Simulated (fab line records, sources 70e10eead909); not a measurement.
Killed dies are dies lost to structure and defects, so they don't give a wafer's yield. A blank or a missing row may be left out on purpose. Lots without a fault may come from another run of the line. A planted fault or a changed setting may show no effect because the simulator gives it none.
Chamber matching | flow nand_harc | NHARC_A_STAIRCASE_TRIM_229 on rie_diel-12: 4 sister chambers
The step chemistry O2, time 211.2 s. 14 wafers are shown with their chamber, then 7 later ones without.

WAFERS WITH THEIR CHAMBER
wafer  | chamber | showerhead_plenum_p_Torr (Torr) | rf_vpp_V (V) | oes_product_au (a.u.)
L997.2 | 0       | 3.80                            | 59.1         | 0.993
L997.3 | 1       | 3.77                            | 59.6         | 0.997
L997.5 | 0       | 3.80                            | 58.3         | 0.998
L100.2 | 3       | 3.68                            | 58.3         | 0.989
L100.3 | 0       | 3.80                            | 60.0         | 0.981
L100.4 | 2       | 3.57                            | 57.8         | 0.996
L104.2 | 3       | 3.67                            | 57.4         | 1.000
L104.3 | 2       | 3.57                            | 57.6         | 1.002
L104.5 | 2       | 3.57                            | 58.0         | 0.997
L106.2 | 2       | 3.56                            | 58.0         | 0.995
L106.3 | 1       | 3.76                            | 58.6         | 1.005
L106.4 | 3       | 3.67                            | 58.6         | 0.999
L111.4 | 3       | 3.66                            | 58.0         | 0.992
L111.5 | 0       | 3.79                            | 57.6         | 0.983

SIGNATURES (means of the wafers above)
reading                  | chamber 0 | chamber 1 | chamber 2 | chamber 3 | scatter within a chamber
showerhead_plenum_p_Torr | 3.7975    | 3.7650    | 3.5675    | 3.6700    | 0.00632
rf_vpp_V                 | 58.750    | 59.100    | 57.850    | 58.075    | 0.679
oes_product_au           | 0.98875   | 1.00100   | 0.99750   | 0.99500   | 0.00586
Rule: a wafer's distance from a chamber is the root of the sum, over the readings, of the square of ((its reading less the chamber's mean) divided by the reading's scatter). The wafer belongs to the nearest chamber; if the next one is less than 2 further off, it can't be placed. The scatter: the root of (the sum of the squares of (reading less its chamber's mean) over the shown wafers, divided by (wafers less chambers)).

WAFERS WITHOUT THEIR CHAMBER
wafer  | showerhead_plenum_p_Torr (Torr) | rf_vpp_V (V) | oes_product_au (a.u.)
L111.6 | 3.75                            | 58.7         | 0.995
L108.2 | 3.75                            | 58.7         | 0.990
L108.3 | 3.66                            | 56.9         | 0.990
L108.5 | 3.75                            | 57.1         | 0.987
L112.1 | 3.66                            | 59.0         | 1.002
L112.2 | 3.75                            | 59.1         | 1.006
L112.3 | 3.78                            | 58.1         | 0.996

WHICH CHAMBER EACH WENT THROUGH
wafer  | from the rows above     | in truth
L111.6 | 1                       | 1
L108.2 | 1                       | 1
L108.3 | 3                       | 3
L108.5 | 1                       | 1
L112.1 | 3                       | 3
L112.2 | 1                       | 1
L112.3 | can't be placed: 1 or 0 | 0
Placed correctly: 6 of 7. Can't be placed from these rows: 1 (the true chamber is among the candidates in 1). Placed wrongly: 0.
